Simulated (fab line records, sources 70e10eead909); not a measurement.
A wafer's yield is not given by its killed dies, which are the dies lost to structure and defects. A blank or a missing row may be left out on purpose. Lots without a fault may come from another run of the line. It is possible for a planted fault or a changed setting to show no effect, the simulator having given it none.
Which tool was responsible? :: flow nand_harc :: Sampling: 24 lots, 72 wafers, 6 of 1302 route steps

## WHAT THE GAUGES READ, wafer by wafer
The record lacks any reading of a measuring or inspecting step that a usual standard deviation could be used to judge.

## WHICH TOOL RAN EACH LOT (tool, then ch and the chambers of the sampled wafers, then the start)
lot: L075
NHARC_A_SGD_CUT_STRIP_28: rie_diel-05 ch 1,2,3, day 21 00:51 or earlier
NHARC_A_WL_FILL_STRIP_27: plasma_asher-02 ch 0,1, day 21 00:51
NHARC_A_WL_FILL_STRIP_29: rie_diel-13 ch 0,2,3, day 21 14:13
NHARC_A_CONTACT_ETCH_112: har_cap_etch-03 ch 0,1, day 22 04:35
NHARC_A_CONTACT_ETCH_114: har_cap_etch-03 ch 0,1, day 22 04:56
NHARC_A_CONTACT_ETCH_115: har_cap_etch-03 ch 0,1, day 22 05:06

lot: L077
NHARC_A_SGD_CUT_STRIP_28: rie_diel-09 ch 0,3, day 21 06:29 or earlier
NHARC_A_WL_FILL_STRIP_27: plasma_asher-02 ch 0,1, day 21 06:29
NHARC_A_WL_FILL_STRIP_29: rie_diel-10 ch 2,3, day 21 17:33
NHARC_A_CONTACT_ETCH_112: har_cap_etch-03 ch 0,1, day 22 10:15
NHARC_A_CONTACT_ETCH_114: har_cap_etch-03 ch 0,1, day 22 10:35
NHARC_A_CONTACT_ETCH_115: har_cap_etch-03 ch 0,1, day 22 10:46

lot: L076
NHARC_A_SGD_CUT_STRIP_28: rie_diel-12 ch 1,2, day 20 10:40
NHARC_A_WL_FILL_STRIP_27: plasma_asher-01 ch 1, day 21 11:21
NHARC_A_WL_FILL_STRIP_29: rie_diel-08 ch 0,2,3, day 21 21:23
NHARC_A_CONTACT_ETCH_112: har_cap_etch-01 ch 0,1, day 22 11:51
NHARC_A_CONTACT_ETCH_114: har_cap_etch-01 ch 0,1, day 22 12:11
NHARC_A_CONTACT_ETCH_115: har_cap_etch-01 ch 0,1, day 22 12:22

lot: L074
NHARC_A_SGD_CUT_STRIP_28: rie_diel-05 ch 0,1,2, day 20 10:40
NHARC_A_WL_FILL_STRIP_27: plasma_asher-01 ch 0,1, day 21 06:32
NHARC_A_WL_FILL_STRIP_29: rie_diel-08 ch 0,1,2, day 21 17:29
NHARC_A_CONTACT_ETCH_112: har_cap_etch-02 ch 0,1, day 22 09:38
NHARC_A_CONTACT_ETCH_114: har_cap_etch-02 ch 0,1, day 22 09:59
NHARC_A_CONTACT_ETCH_115: har_cap_etch-02 ch 0,1, day 22 10:09

lot: L078
NHARC_A_SGD_CUT_STRIP_28: rie_diel-12 ch 0,1, day 21 22:29 or earlier
NHARC_A_WL_FILL_STRIP_27: plasma_asher-01 ch 0,1, day 21 22:29
NHARC_A_WL_FILL_STRIP_29: rie_diel-10 ch 0,1,3, day 22 09:42
NHARC_A_CONTACT_ETCH_112: har_cap_etch-03 ch 0,1, day 23 01:43
NHARC_A_CONTACT_ETCH_114: har_cap_etch-03 ch 0,1, day 23 02:10
NHARC_A_CONTACT_ETCH_115: har_cap_etch-03 ch 0,1, day 23 02:23

lot: L079
NHARC_A_SGD_CUT_STRIP_28: rie_diel-09 ch 2,3, day 21 22:24 or earlier
NHARC_A_WL_FILL_STRIP_27: plasma_asher-02 ch 0,1, day 21 22:24
NHARC_A_WL_FILL_STRIP_29: rie_diel-13 ch 0,1,3, day 22 08:38
NHARC_A_CONTACT_ETCH_112: har_cap_etch-01 ch 0,1, day 23 02:19
NHARC_A_CONTACT_ETCH_114: har_cap_etch-01 ch 0,1, day 23 02:40
NHARC_A_CONTACT_ETCH_115: har_cap_etch-01 ch 0,1, day 23 02:50

lot: L080
NHARC_A_SGD_CUT_STRIP_28: rie_diel-05 ch 1,2,3, day 22 18:35 or earlier
NHARC_A_WL_FILL_STRIP_27: plasma_asher-02 ch 0,1, day 22 18:35
NHARC_A_WL_FILL_STRIP_29: rie_diel-08 ch 1,2, day 23 08:01
NHARC_A_CONTACT_ETCH_112: har_cap_etch-03 ch 0,1, day 23 22:19
NHARC_A_CONTACT_ETCH_114: har_cap_etch-03 ch 0,1, day 23 22:40
NHARC_A_CONTACT_ETCH_115: har_cap_etch-03 ch 0,1, day 23 22:50

lot: L081
NHARC_A_SGD_CUT_STRIP_28: rie_diel-05 ch 0,3, day 23 20:22 or earlier
NHARC_A_WL_FILL_STRIP_27: plasma_asher-01 ch 0,1, day 23 20:22
NHARC_A_WL_FILL_STRIP_29: rie_diel-08 ch 0,1, day 24 05:55
NHARC_A_CONTACT_ETCH_112: har_cap_etch-01 ch 0,1, day 24 20:38
NHARC_A_CONTACT_ETCH_114: har_cap_etch-01 ch 0,1, day 24 21:14
NHARC_A_CONTACT_ETCH_115: har_cap_etch-01 ch 0,1, day 24 21:32

lot: L083
NHARC_A_SGD_CUT_STRIP_28: rie_diel-09 ch 2,3, day 24 06:29 or earlier
NHARC_A_WL_FILL_STRIP_27: plasma_asher-02 ch 0,1, day 24 06:29
NHARC_A_WL_FILL_STRIP_29: rie_diel-13 ch 2,3, day 24 16:15
NHARC_A_CONTACT_ETCH_112: har_cap_etch-03 ch 0,1, day 25 07:39
NHARC_A_CONTACT_ETCH_114: har_cap_etch-03 ch 0,1, day 25 07:59
NHARC_A_CONTACT_ETCH_115: har_cap_etch-03 ch 0,1, day 25 08:10

lot: L082
NHARC_A_SGD_CUT_STRIP_28: rie_diel-05 ch 1,3, day 24 06:10 or earlier
NHARC_A_WL_FILL_STRIP_27: plasma_asher-02 ch 0, day 24 06:10
NHARC_A_WL_FILL_STRIP_29: rie_diel-08 ch 0,2,3, day 24 16:18
NHARC_A_CONTACT_ETCH_112: har_cap_etch-02 ch 0,1, day 25 06:46
NHARC_A_CONTACT_ETCH_114: har_cap_etch-02 ch 0,1, day 25 07:07
NHARC_A_CONTACT_ETCH_115: har_cap_etch-02 ch 0,1, day 25 07:17

lot: L086
NHARC_A_SGD_CUT_STRIP_28: rie_diel-09 ch 1,2,3, day 24 20:17 or earlier
NHARC_A_WL_FILL_STRIP_27: plasma_asher-02 ch 0,1, day 24 20:17
NHARC_A_WL_FILL_STRIP_29: rie_diel-13 ch 0,2, day 25 05:55
NHARC_A_CONTACT_ETCH_112: har_cap_etch-02 ch 0,1, day 25 23:52
NHARC_A_CONTACT_ETCH_114: har_cap_etch-02 ch 0,1, day 26 00:12
NHARC_A_CONTACT_ETCH_115: har_cap_etch-02 ch 0,1, day 26 00:22

lot: L085
NHARC_A_SGD_CUT_STRIP_28: rie_diel-05 ch 0,1,2, day 25 02:04 or earlier
NHARC_A_WL_FILL_STRIP_27: plasma_asher-01 ch 0,1, day 25 02:04
NHARC_A_WL_FILL_STRIP_29: rie_diel-08 ch 2,3, day 25 13:43
NHARC_A_CONTACT_ETCH_112: har_cap_etch-03 ch 0,1, day 26 04:58
NHARC_A_CONTACT_ETCH_114: har_cap_etch-03 ch 0,1, day 26 05:19
NHARC_A_CONTACT_ETCH_115: har_cap_etch-03 ch 0,1, day 26 05:29

lot: L084
NHARC_A_SGD_CUT_STRIP_28: rie_diel-05 ch 1,2, day 25 01:41 or earlier
NHARC_A_WL_FILL_STRIP_27: plasma_asher-02 ch 0,1, day 25 01:41
NHARC_A_WL_FILL_STRIP_29: rie_diel-13 ch 1,2,3, day 25 13:45
NHARC_A_CONTACT_ETCH_112: har_cap_etch-01 ch 0,1, day 26 04:03
NHARC_A_CONTACT_ETCH_114: har_cap_etch-01 ch 0,1, day 26 04:23
NHARC_A_CONTACT_ETCH_115: har_cap_etch-01 ch 0,1, day 26 04:34

lot: L087
NHARC_A_SGD_CUT_STRIP_28: rie_diel-09 ch 0,1, day 26 06:17 or earlier
NHARC_A_WL_FILL_STRIP_27: plasma_asher-01 ch 0,1, day 26 06:17
NHARC_A_WL_FILL_STRIP_29: rie_diel-13 ch 0,1,3, day 26 17:00
NHARC_A_CONTACT_ETCH_112: har_cap_etch-01 ch 0,1, day 27 10:14
NHARC_A_CONTACT_ETCH_114: har_cap_etch-01 ch 0,1, day 27 10:34
NHARC_A_CONTACT_ETCH_115: har_cap_etch-01 ch 0,1, day 27 10:44

lot: L089
NHARC_A_SGD_CUT_STRIP_28: rie_diel-09 ch 0,2,3, day 27 02:21 or earlier
NHARC_A_WL_FILL_STRIP_27: plasma_asher-02 ch 0,1, day 27 02:21
NHARC_A_WL_FILL_STRIP_29: rie_diel-13 ch 1,2,3, day 27 12:26
NHARC_A_CONTACT_ETCH_112: har_cap_etch-02 ch 0,1, day 28 03:12
NHARC_A_CONTACT_ETCH_114: har_cap_etch-02 ch 0,1, day 28 03:32
NHARC_A_CONTACT_ETCH_115: har_cap_etch-02 ch 0,1, day 28 03:43

lot: L088
NHARC_A_SGD_CUT_STRIP_28: rie_diel-05 ch 0,2,3, day 27 07:03 or earlier
NHARC_A_WL_FILL_STRIP_27: plasma_asher-01 ch 0,1, day 27 07:03
NHARC_A_WL_FILL_STRIP_29: rie_diel-08 ch 1,2,3, day 27 16:40
NHARC_A_CONTACT_ETCH_112: har_cap_etch-03 ch 0,1, day 28 07:21
NHARC_A_CONTACT_ETCH_114: har_cap_etch-03 ch 0,1, day 28 07:49
NHARC_A_CONTACT_ETCH_115: har_cap_etch-03 ch 0,1, day 28 08:02

lot: L090
NHARC_A_SGD_CUT_STRIP_28: rie_diel-09 ch 0,1,2, day 27 10:57 or earlier
NHARC_A_WL_FILL_STRIP_27: plasma_asher-02 ch 0,1, day 27 10:57
NHARC_A_WL_FILL_STRIP_29: rie_diel-08 ch 1,2,3, day 27 20:35
NHARC_A_CONTACT_ETCH_112: har_cap_etch-01 ch 0,1, day 28 11:04
NHARC_A_CONTACT_ETCH_114: har_cap_etch-01 ch 0,1, day 28 11:24
NHARC_A_CONTACT_ETCH_115: har_cap_etch-01 ch 0,1, day 28 11:35

lot: L093
NHARC_A_SGD_CUT_STRIP_28: rie_diel-05 ch 0,2, day 28 02:22 or earlier
NHARC_A_WL_FILL_STRIP_27: plasma_asher-01 ch 0,1, day 28 02:22
NHARC_A_WL_FILL_STRIP_29: rie_diel-08 ch 0,1,3, day 28 13:47
NHARC_A_CONTACT_ETCH_112: har_cap_etch-03 ch 0,1, day 29 03:58
NHARC_A_CONTACT_ETCH_114: har_cap_etch-03 ch 0,1, day 29 04:19
NHARC_A_CONTACT_ETCH_115: har_cap_etch-03 ch 0,1, day 29 04:29

lot: L092
NHARC_A_SGD_CUT_STRIP_28: rie_diel-09 ch 0,1,3, day 28 02:13 or earlier
NHARC_A_WL_FILL_STRIP_27: plasma_asher-02 ch 0,1, day 28 02:13
NHARC_A_WL_FILL_STRIP_29: rie_diel-13 ch 1,2,3, day 28 16:51
NHARC_A_CONTACT_ETCH_112: har_cap_etch-01 ch 0,1, day 29 09:55
NHARC_A_CONTACT_ETCH_114: har_cap_etch-01 ch 0,1, day 29 10:16
NHARC_A_CONTACT_ETCH_115: har_cap_etch-01 ch 0,1, day 29 10:26

lot: L094
NHARC_A_SGD_CUT_STRIP_28: rie_diel-09 ch 2,3, day 28 06:14 or earlier
NHARC_A_WL_FILL_STRIP_27: plasma_asher-02 ch 0,1, day 28 06:14
NHARC_A_WL_FILL_STRIP_29: rie_diel-13 ch 1,2, day 28 13:44
NHARC_A_CONTACT_ETCH_112: har_cap_etch-02 ch 0,1, day 29 04:14
NHARC_A_CONTACT_ETCH_114: har_cap_etch-02 ch 0,1, day 29 04:34
NHARC_A_CONTACT_ETCH_115: har_cap_etch-02 ch 0,1, day 29 04:44

lot: L091
NHARC_A_SGD_CUT_STRIP_28: rie_diel-05 ch 2,3, day 28 10:10 or earlier
NHARC_A_WL_FILL_STRIP_27: plasma_asher-01 ch 0,1, day 28 10:10
NHARC_A_WL_FILL_STRIP_29: rie_diel-08 ch 0,1,2, day 28 20:15
NHARC_A_CONTACT_ETCH_112: har_cap_etch-02 ch 0,1, day 29 13:53
NHARC_A_CONTACT_ETCH_114: har_cap_etch-02 ch 0,1, day 29 14:14
NHARC_A_CONTACT_ETCH_115: har_cap_etch-02 ch 0,1, day 29 14:24

lot: L095
NHARC_A_SGD_CUT_STRIP_28: rie_diel-09 ch 0,1,2, day 29 09:19 or earlier
NHARC_A_WL_FILL_STRIP_27: plasma_asher-02 ch 0,1, day 29 09:19
NHARC_A_WL_FILL_STRIP_29: rie_diel-08 ch 1,2, day 29 19:22
NHARC_A_CONTACT_ETCH_112: har_cap_etch-02 ch 0,1, day 30 10:14
NHARC_A_CONTACT_ETCH_114: har_cap_etch-02 ch 0,1, day 30 10:42
NHARC_A_CONTACT_ETCH_115: har_cap_etch-02 ch 0,1, day 30 10:55

lot: L097
NHARC_A_SGD_CUT_STRIP_28: rie_diel-12 ch 0,1,3, day 30 06:34 or earlier
NHARC_A_WL_FILL_STRIP_27: plasma_asher-02 ch 1, day 30 06:34
NHARC_A_WL_FILL_STRIP_29: rie_diel-08 ch 0,2, day 30 16:46
NHARC_A_CONTACT_ETCH_112: har_cap_etch-03 ch 0,1, day 31 06:55
NHARC_A_CONTACT_ETCH_114: har_cap_etch-03 ch 0,1, day 31 07:16
NHARC_A_CONTACT_ETCH_115: har_cap_etch-03 ch 0,1, day 31 07:26

lot: L096
NHARC_A_SGD_CUT_STRIP_28: rie_diel-05 ch 0,1,2, day 30 09:47 or earlier
NHARC_A_WL_FILL_STRIP_27: plasma_asher-02 ch 0,1, day 30 09:47
NHARC_A_WL_FILL_STRIP_29: rie_diel-08 ch 0,1,2, day 30 19:55
NHARC_A_CONTACT_ETCH_112: har_cap_etch-01 ch 0,1, day 31 10:20
NHARC_A_CONTACT_ETCH_114: har_cap_etch-01 ch 0,1, day 31 10:40
NHARC_A_CONTACT_ETCH_115: har_cap_etch-01 ch 0,1, day 31 10:50
- NHARC_A_SGD_CUT_STRIP_28: strips in O2, time 20 s.
- NHARC_A_WL_FILL_STRIP_27: strips in N2/H2, time 20 s.
- NHARC_A_WL_FILL_STRIP_29: strips in O2, time 20 s.
- NHARC_A_CONTACT_ETCH_112: etches the open film in C4F8/O2/Ar, time 190 s, target depth 1850 nm.
- NHARC_A_CONTACT_ETCH_114: etches the open film in C4F8/O2/Ar, time 190 s, target depth 1850 nm.
- NHARC_A_CONTACT_ETCH_115: etches the open film in C4F8/O2/Ar, time 190 s, target depth 1850 nm.

## AS READ BY THE TOOLS THEMSELVES (means over the sampled wafers that have a number; for cases with no such wafer, the mark the record gives instead)
NHARC_A_SGD_CUT_STRIP_28.
lot: L075
tool: rie_diel-05
drypump_motor_current_A (A): 5.2
oes_product_au (a.u.): 1.001
rf_vpp_V (V): 57.9
showerhead_plenum_p_Torr (Torr): 3.51
throttle_valve_pct (%): 17.037

lot: L077
tool: rie_diel-09
drypump_motor_current_A (A): 6.1
oes_product_au (a.u.): 0.999
rf_vpp_V (V): 56.9
showerhead_plenum_p_Torr (Torr): 3.35
throttle_valve_pct (%): 17.025

lot: L076
tool: rie_diel-12
drypump_motor_current_A (A): 5.5
oes_product_au (a.u.): 1.001
rf_vpp_V (V): 57.4
showerhead_plenum_p_Torr (Torr): 3.63
throttle_valve_pct (%): 17.029

lot: L074
tool: rie_diel-05
drypump_motor_current_A (A): 5.4
oes_product_au (a.u.): 1.002
rf_vpp_V (V): 58.5
showerhead_plenum_p_Torr (Torr): 3.52
throttle_valve_pct (%): 17.037

lot: L078
tool: rie_diel-12
drypump_motor_current_A (A): 5.5
oes_product_au (a.u.): 1.012
rf_vpp_V (V): 58.1
showerhead_plenum_p_Torr (Torr): 3.45
throttle_valve_pct (%): 17.044

lot: L079
tool: rie_diel-09
drypump_motor_current_A (A): 6.4
oes_product_au (a.u.): 0.996
rf_vpp_V (V): 57.6
showerhead_plenum_p_Torr (Torr): 3.54
throttle_valve_pct (%): 17.041

lot: L080
tool: rie_diel-05
drypump_motor_current_A (A): 5.2
oes_product_au (a.u.): 0.992
rf_vpp_V (V): 58.9
showerhead_plenum_p_Torr (Torr): 3.51
throttle_valve_pct (%): 17.033

lot: L081
tool: rie_diel-05
drypump_motor_current_A (A): 5.0
oes_product_au (a.u.): 0.998
rf_vpp_V (V): 58.4
showerhead_plenum_p_Torr (Torr): 3.40
throttle_valve_pct (%): 17.033

lot: L083
tool: rie_diel-09
drypump_motor_current_A (A): 6.5
oes_product_au (a.u.): 1.005
rf_vpp_V (V): 58.6
showerhead_plenum_p_Torr (Torr): 3.54
throttle_valve_pct (%): 17.042

lot: L082
tool: rie_diel-05
drypump_motor_current_A (A): 5.1
oes_product_au (a.u.): 0.995
rf_vpp_V (V): 56.8
showerhead_plenum_p_Torr (Torr): 3.41
throttle_valve_pct (%): 17.042

lot: L086
tool: rie_diel-09
drypump_motor_current_A (A): 6.3
oes_product_au (a.u.): 1.006
rf_vpp_V (V): 58.3
showerhead_plenum_p_Torr (Torr): 3.54
throttle_valve_pct (%): 17.042

lot: L085
tool: rie_diel-05
drypump_motor_current_A (A): 5.4
oes_product_au (a.u.): 0.999
rf_vpp_V (V): 57.5
showerhead_plenum_p_Torr (Torr): 3.52
throttle_valve_pct (%): 17.030

lot: L084
tool: rie_diel-05
drypump_motor_current_A (A): 5.4
oes_product_au (a.u.): 1.002
rf_vpp_V (V): 56.7
showerhead_plenum_p_Torr (Torr): 3.52
throttle_valve_pct (%): 17.034

lot: L087
tool: rie_diel-09
drypump_motor_current_A (A): 5.8
oes_product_au (a.u.): 0.996
rf_vpp_V (V): 57.6
showerhead_plenum_p_Torr (Torr): 3.48
throttle_valve_pct (%): 17.032

lot: L089
tool: rie_diel-09
drypump_motor_current_A (A): 6.2
oes_product_au (a.u.): 1.004
rf_vpp_V (V): 57.4
showerhead_plenum_p_Torr (Torr): 3.45
throttle_valve_pct (%): 17.039

lot: L088
tool: rie_diel-05
drypump_motor_current_A (A): 5.1
oes_product_au (a.u.): 1.003
rf_vpp_V (V): 56.8
showerhead_plenum_p_Torr (Torr): 3.50
throttle_valve_pct (%): 17.031

lot: L090
tool: rie_diel-09
drypump_motor_current_A (A): 6.1
oes_product_au (a.u.): 1.008
rf_vpp_V (V): 57.6
showerhead_plenum_p_Torr (Torr): 3.57
throttle_valve_pct (%): 17.038

lot: L093
tool: rie_diel-05
drypump_motor_current_A (A): 5.3
oes_product_au (a.u.): 1.014
rf_vpp_V (V): 57.5
showerhead_plenum_p_Torr (Torr): 3.52
throttle_valve_pct (%): 17.038

lot: L092
tool: rie_diel-09
drypump_motor_current_A (A): 6.0
oes_product_au (a.u.): 1.004
rf_vpp_V (V): 57.6
showerhead_plenum_p_Torr (Torr): 3.45
throttle_valve_pct (%): 17.036

lot: L094
tool: rie_diel-09
drypump_motor_current_A (A): 6.4
oes_product_au (a.u.): 1.002
rf_vpp_V (V): 58.3
showerhead_plenum_p_Torr (Torr): 3.53
throttle_valve_pct (%): 17.040

lot: L091
tool: rie_diel-05
drypump_motor_current_A (A): 5.0
oes_product_au (a.u.): 1.008
rf_vpp_V (V): 57.6
showerhead_plenum_p_Torr (Torr): 3.49
throttle_valve_pct (%): 17.037

lot: L095
tool: rie_diel-09
drypump_motor_current_A (A): 6.1
oes_product_au (a.u.): 0.994
rf_vpp_V (V): 57.3
showerhead_plenum_p_Torr (Torr): 3.56
throttle_valve_pct (%): 17.036

lot: L097
tool: rie_diel-12
drypump_motor_current_A (A): 5.6
oes_product_au (a.u.): 0.994
rf_vpp_V (V): 57.2
showerhead_plenum_p_Torr (Torr): 3.45
throttle_valve_pct (%): 17.038

lot: L096
tool: rie_diel-05
drypump_motor_current_A (A): 5.4
oes_product_au (a.u.): 1.012
rf_vpp_V (V): 57.6
showerhead_plenum_p_Torr (Torr): 3.52
throttle_valve_pct (%): 17.029

NHARC_A_WL_FILL_STRIP_27.
lot: L075
tool: plasma_asher-02
drypump_motor_current_A (A): 5.5
heater_power_w (W): 355

lot: L077
tool: plasma_asher-02
drypump_motor_current_A (A): 5.3
heater_power_w (W): 343

lot: L076
tool: plasma_asher-01
drypump_motor_current_A (A): 6.3
heater_power_w (W): 344

lot: L074
tool: plasma_asher-01
drypump_motor_current_A (A): 6.1
heater_power_w (W): 316

lot: L078
tool: plasma_asher-01
drypump_motor_current_A (A): 6.1
heater_power_w (W): 335

lot: L079
tool: plasma_asher-02
drypump_motor_current_A (A): 5.3
heater_power_w (W): 348

lot: L080
tool: plasma_asher-02
drypump_motor_current_A (A): 5.5
heater_power_w (W): 352

lot: L081
tool: plasma_asher-01
drypump_motor_current_A (A): 6.2
heater_power_w (W): 333

lot: L083
tool: plasma_asher-02
drypump_motor_current_A (A): 5.3
heater_power_w (W): 345

lot: L082
tool: plasma_asher-02
drypump_motor_current_A (A): 5.7
heater_power_w (W): 364

lot: L086
tool: plasma_asher-02
drypump_motor_current_A (A): 5.5
heater_power_w (W): 357

lot: L085
tool: plasma_asher-01
drypump_motor_current_A (A): 6.1
heater_power_w (W): 331

lot: L084
tool: plasma_asher-02
drypump_motor_current_A (A): 5.5
heater_power_w (W): 362

lot: L087
tool: plasma_asher-01
drypump_motor_current_A (A): 6.1
heater_power_w (W): 330

lot: L089
tool: plasma_asher-02
drypump_motor_current_A (A): 5.3
heater_power_w (W): 346

lot: L088
tool: plasma_asher-01
drypump_motor_current_A (A): 6.1
heater_power_w (W): 330

lot: L090
tool: plasma_asher-02
drypump_motor_current_A (A): 5.3
heater_power_w (W): 342

lot: L093
tool: plasma_asher-01
drypump_motor_current_A (A): 6.2
heater_power_w (W): 329

lot: L092
tool: plasma_asher-02
drypump_motor_current_A (A): 5.2
heater_power_w (W): 339

lot: L094
tool: plasma_asher-02
drypump_motor_current_A (A): 5.5
heater_power_w (W): 342

lot: L091
tool: plasma_asher-01
drypump_motor_current_A (A): 6.2
heater_power_w (W): 330

lot: L095
tool: plasma_asher-02
drypump_motor_current_A (A): 5.3
heater_power_w (W): 343

lot: L097
tool: plasma_asher-02
drypump_motor_current_A (A): 5.0
heater_power_w (W): 338

lot: L096
tool: plasma_asher-02
drypump_motor_current_A (A): 5.5
heater_power_w (W): 346

NHARC_A_WL_FILL_STRIP_29.
lot: L075
tool: rie_diel-13
drypump_motor_current_A (A): 6.0
oes_product_au (a.u.): 1.001
rf_vpp_V (V): 58.3
showerhead_plenum_p_Torr (Torr): 3.59
throttle_valve_pct (%): 17.033

lot: L077
tool: rie_diel-10
drypump_motor_current_A (A): 6.2
oes_product_au (a.u.): 0.993
rf_vpp_V (V): 57.8
showerhead_plenum_p_Torr (Torr): 3.65
throttle_valve_pct (%): 17.035

lot: L076
tool: rie_diel-08
drypump_motor_current_A (A): 5.8
oes_product_au (a.u.): 1.002
rf_vpp_V (V): 57.3
showerhead_plenum_p_Torr (Torr): 3.56
throttle_valve_pct (%): 17.033

lot: L074
tool: rie_diel-08
drypump_motor_current_A (A): 6.0
oes_product_au (a.u.): 1.005
rf_vpp_V (V): 58.1
showerhead_plenum_p_Torr (Torr): 3.63
throttle_valve_pct (%): 17.048

lot: L078
tool: rie_diel-10
drypump_motor_current_A (A): 5.9
oes_product_au (a.u.): 0.996
rf_vpp_V (V): 58.2
showerhead_plenum_p_Torr (Torr): 3.55
throttle_valve_pct (%): 17.041

lot: L079
tool: rie_diel-13
drypump_motor_current_A (A): 6.1
oes_product_au (a.u.): 0.996
rf_vpp_V (V): 58.4
showerhead_plenum_p_Torr (Torr): 3.60
throttle_valve_pct (%): 17.046

lot: L080
tool: rie_diel-08
drypump_motor_current_A (A): 5.6
oes_product_au (a.u.): 1.000
rf_vpp_V (V): 58.4
showerhead_plenum_p_Torr (Torr): 3.63
throttle_valve_pct (%): 17.038

lot: L081
tool: rie_diel-08
drypump_motor_current_A (A): 6.4
oes_product_au (a.u.): 1.010
rf_vpp_V (V): 58.2
showerhead_plenum_p_Torr (Torr): 3.63
throttle_valve_pct (%): 17.040

lot: L083
tool: rie_diel-13
drypump_motor_current_A (A): 5.9
oes_product_au (a.u.): 0.997
rf_vpp_V (V): 57.9
showerhead_plenum_p_Torr (Torr): 3.62
throttle_valve_pct (%): 17.031

lot: L082
tool: rie_diel-08
drypump_motor_current_A (A): 5.8
oes_product_au (a.u.): 0.992
rf_vpp_V (V): 58.0
showerhead_plenum_p_Torr (Torr): 3.56
throttle_valve_pct (%): 17.034

lot: L086
tool: rie_diel-13
drypump_motor_current_A (A): 6.1
oes_product_au (a.u.): 1.001
rf_vpp_V (V): 57.6
showerhead_plenum_p_Torr (Torr): 3.57
throttle_valve_pct (%): 17.046

lot: L085
tool: rie_diel-08
drypump_motor_current_A (A): 5.4
oes_product_au (a.u.): 0.998
rf_vpp_V (V): 58.2
showerhead_plenum_p_Torr (Torr): 3.56
throttle_valve_pct (%): 17.025

lot: L084
tool: rie_diel-13
drypump_motor_current_A (A): 5.7
oes_product_au (a.u.): 0.988
rf_vpp_V (V): 59.0
showerhead_plenum_p_Torr (Torr): 3.63
throttle_valve_pct (%): 17.038

lot: L087
tool: rie_diel-13
drypump_motor_current_A (A): 6.0
oes_product_au (a.u.): 0.990
rf_vpp_V (V): 58.3
showerhead_plenum_p_Torr (Torr): 3.60
throttle_valve_pct (%): 17.040

lot: L089
tool: rie_diel-13
drypump_motor_current_A (A): 5.7
oes_product_au (a.u.): 1.007
rf_vpp_V (V): 58.3
showerhead_plenum_p_Torr (Torr): 3.63
throttle_valve_pct (%): 17.033

lot: L088
tool: rie_diel-08
drypump_motor_current_A (A): 5.6
oes_product_au (a.u.): 0.989
rf_vpp_V (V): 57.7
showerhead_plenum_p_Torr (Torr): 3.62
throttle_valve_pct (%): 17.031

lot: L090
tool: rie_diel-08
drypump_motor_current_A (A): 5.6
oes_product_au (a.u.): 0.996
rf_vpp_V (V): 58.3
showerhead_plenum_p_Torr (Torr): 3.62
throttle_valve_pct (%): 17.037

lot: L093
tool: rie_diel-08
drypump_motor_current_A (A): 6.0
oes_product_au (a.u.): 0.997
rf_vpp_V (V): 57.4
showerhead_plenum_p_Torr (Torr): 3.62
throttle_valve_pct (%): 17.029

lot: L092
tool: rie_diel-13
drypump_motor_current_A (A): 5.7
oes_product_au (a.u.): 0.994
rf_vpp_V (V): 56.9
showerhead_plenum_p_Torr (Torr): 3.63
throttle_valve_pct (%): 17.042

lot: L094
tool: rie_diel-13
drypump_motor_current_A (A): 5.5
oes_product_au (a.u.): 0.996
rf_vpp_V (V): 58.0
showerhead_plenum_p_Torr (Torr): 3.63
throttle_valve_pct (%): 17.041

lot: L091
tool: rie_diel-08
drypump_motor_current_A (A): 6.0
oes_product_au (a.u.): 1.005
rf_vpp_V (V): 57.8
showerhead_plenum_p_Torr (Torr): 3.63
throttle_valve_pct (%): 17.040

lot: L095
tool: rie_diel-08
drypump_motor_current_A (A): 5.6
oes_product_au (a.u.): 1.005
rf_vpp_V (V): 58.2
showerhead_plenum_p_Torr (Torr): 3.62
throttle_valve_pct (%): 17.052

lot: L097
tool: rie_diel-08
drypump_motor_current_A (A): 5.8
oes_product_au (a.u.): 0.992
rf_vpp_V (V): 57.6
showerhead_plenum_p_Torr (Torr): 3.56
throttle_valve_pct (%): 17.029

lot: L096
tool: rie_diel-08
drypump_motor_current_A (A): 6.0
oes_product_au (a.u.): 0.992
rf_vpp_V (V): 58.2
showerhead_plenum_p_Torr (Torr): 3.63
throttle_valve_pct (%): 17.035

## THE ANSWER, worked out from the rows above alone
Rule: the usual values come from the lots themselves. The widest of any qualifying gaps counts: lots, ordered by their means at a reading, are off when they make up no more than a third of the lots, leave a main group of 4 or more, and stand apart from it by 3 or more times the standard deviation of that group's means. Not used: any main group whose means are identical at the precision the tables above print for the reading. A lot without any number at a reading at which 4 lots or more have one is off too. The other lots that the step has rows for count as sound. The gauges are gone through in route order, then the tools' own readings, and for those a lot's mean is taken as printed above. The first step at which some lot is off is used, and at that step the reading that is off furthest; a lot without a number counts as furthest.
No lot is off at any reading shown: from this, nothing can be told.

## WHAT THE SIMULATOR HAD PUT IN
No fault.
